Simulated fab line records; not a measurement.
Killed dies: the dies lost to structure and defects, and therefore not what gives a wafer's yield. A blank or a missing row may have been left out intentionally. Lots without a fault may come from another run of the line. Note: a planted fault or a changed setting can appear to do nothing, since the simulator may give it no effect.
The tool behind it: which one? + flow n5Finfet + 35 wafers from 14 lots sampled at 4 of the route's 1938 steps

WHAT THE GAUGES SHOWED, per wafer
N5_MIM_TOP_LITHO_OVL_MEAS_11.
| lot  | measured     | on         | MIM_TOP_OVL (nm) |
|------|--------------|------------|------------------|
| L886 | day 12 07:17 | overlay-02 | 5 1              |
| L884 | day 12 14:55 | overlay-01 | -4 3 2           |
| L889 | day 12 20:22 | overlay-01 | 8 10             |
| L890 | day 13 05:25 | overlay-02 | -6 3 3           |
| L892 | day 13 14:54 | overlay-01 | -5 -12           |
| L893 | day 14 07:10 | overlay-02 | -10 -11 -8       |
| L894 | day 14 07:38 | overlay-01 | -2 1 -7          |
| L895 | day 14 20:40 | overlay-01 | 0 2              |
| L896 | day 14 19:11 | overlay-02 | 0 1              |
| L897 | day 15 03:32 | overlay-01 | 6 2              |
| L904 | day 16 07:49 | overlay-02 | -9 -2 -3         |
| L903 | day 16 18:47 | overlay-01 | 4 4 7            |
| L907 | day 17 13:52 | overlay-02 | -2 -5            |
| L906 | day 17 11:46 | overlay-02 | 5 -2 -5          |

N5_PASSIVATION_OVL_MEAS_66.
| lot  | measured     | on         | PASS_OPEN_OVL (nm) |
|------|--------------|------------|--------------------|
| L886 | day 12 16:27 | overlay-01 | -4 0               |
| L884 | day 12 22:16 | overlay-01 | -4 2 -11           |
| L889 | day 13 03:07 | overlay-01 | 1 -1               |
| L890 | day 13 11:52 | overlay-01 | 2 0 2              |
| L892 | day 13 23:26 | overlay-02 | 0 -4               |
| L893 | day 14 15:58 | overlay-02 | 11 9 1             |
| L894 | day 14 15:47 | overlay-01 | 1 -7 -8            |
| L895 | day 15 03:15 | overlay-01 | 4 3                |
| L896 | day 15 02:34 | overlay-01 | 3 4                |
| L897 | day 15 15:13 | overlay-02 | 3 5                |
| L904 | day 16 14:59 | overlay-01 | -2 1 -5            |
| L903 | day 17 02:47 | overlay-01 | 9 12 8             |
| L907 | day 17 21:40 | overlay-02 | -8 -6              |
| L906 | day 17 19:48 | overlay-01 | 0 -8 1             |

WHICH TOOL RAN EACH LOT (tool, then ch and the chambers of the sampled wafers, then the start)
| lot  | N5_BEOL_M11_PRE_CLEAN_45    | N5_MIM_TOP_DEGAS_04         |
|------|-----------------------------|-----------------------------|
| L886 | pvdSputter-03, day 10 23:04 | pvdSputter-03, day 12 06:42 |
| L884 | pvdSputter-03, day 11 10:56 | pvdSputter-01, day 12 14:20 |
| L889 | pvdSputter-03, day 11 18:22 | pvdSputter-03, day 12 19:47 |
| L890 | pvdSputter-01, day 11 20:43 | pvdSputter-03, day 13 04:58 |
| L892 | pvdSputter-03, day 12 09:26 | pvdSputter-01, day 13 14:19 |
| L893 | pvdSputter-02, day 12 22:15 | pvdSputter-03, day 14 06:42 |
| L894 | pvdSputter-03, day 13 05:48 | pvdSputter-01, day 14 07:10 |
| L895 | pvdSputter-02, day 13 14:14 | pvdSputter-03, day 14 20:05 |
| L896 | pvdSputter-01, day 13 14:14 | pvdSputter-02, day 14 18:45 |
| L897 | pvdSputter-01, day 14 01:33 | pvdSputter-02, day 15 02:57 |
| L904 | pvdSputter-01, day 15 02:32 | pvdSputter-01, day 16 07:22 |
| L903 | pvdSputter-01, day 15 11:45 | pvdSputter-01, day 16 18:13 |
| L907 | pvdSputter-02, day 16 05:28 | pvdSputter-01, day 17 13:16 |
| L906 | pvdSputter-03, day 16 06:25 | pvdSputter-01, day 17 11:19 |
- N5_BEOL_M11_PRE_CLEAN_45: time 30 s.
- N5_MIM_TOP_DEGAS_04: time 60 s.

AS READ BY THE TOOLS THEMSELVES (means over the sampled wafers that have a number; for cases with no such wafer, the mark the record gives instead)
N5_BEOL_M11_PRE_CLEAN_45.
| lot  | tool          | heaterPowerW (W) |
|------|---------------|------------------|
| L886 | pvdSputter-03 | 348              |
| L884 | pvdSputter-03 | 323              |
| L889 | pvdSputter-03 | 343              |
| L890 | pvdSputter-01 | 342              |
| L892 | pvdSputter-03 | 304              |
| L893 | pvdSputter-02 | 331              |
| L894 | pvdSputter-03 | 321              |
| L895 | pvdSputter-02 | 349              |
| L896 | pvdSputter-01 | 344              |
| L897 | pvdSputter-01 | 314              |
| L904 | pvdSputter-01 | 343              |
| L903 | pvdSputter-01 | 292              |
| L907 | pvdSputter-02 | 306              |
| L906 | pvdSputter-03 | 307              |

N5_MIM_TOP_DEGAS_04.
| lot  | tool          | heaterPowerW (W) |
|------|---------------|------------------|
| L886 | pvdSputter-03 | 416              |
| L884 | pvdSputter-01 | 470              |
| L889 | pvdSputter-03 | 426              |
| L890 | pvdSputter-03 | 450              |
| L892 | pvdSputter-01 | 424              |
| L893 | pvdSputter-03 | 487              |
| L894 | pvdSputter-01 | 451              |
| L895 | pvdSputter-03 | 476              |
| L896 | pvdSputter-02 | 497              |
| L897 | pvdSputter-02 | 454              |
| L904 | pvdSputter-01 | 486              |
| L903 | pvdSputter-01 | 458              |
| L907 | pvdSputter-01 | 420              |
| L906 | pvdSputter-01 | 446              |

THE ANSWER, worked out from the rows above alone
Rule: the lots themselves supply what counts as usual. The widest of any qualifying gaps counts: lots, ordered by their means at a reading, are off when they make up no more than a third of the lots, leave a main group of 4 or more, and stand apart from it by 3 or more times the standard deviation of that group's means. Not used: any main group whose means are identical at the precision the tables above print for the reading. A lot without any number at a reading at which 4 lots or more have one is off too. Any other lot the step has rows for is counted as sound. After the gauges, taken in route order, come the tools' own readings; for these a lot's mean is taken, as printed above. At the first step where some lot is off, the reading lying furthest off is the one used; lots without a number count as furthest.
None of the lots is off at any reading shown; this tells nothing.

WHAT THE SIMULATOR HAD INSERTED
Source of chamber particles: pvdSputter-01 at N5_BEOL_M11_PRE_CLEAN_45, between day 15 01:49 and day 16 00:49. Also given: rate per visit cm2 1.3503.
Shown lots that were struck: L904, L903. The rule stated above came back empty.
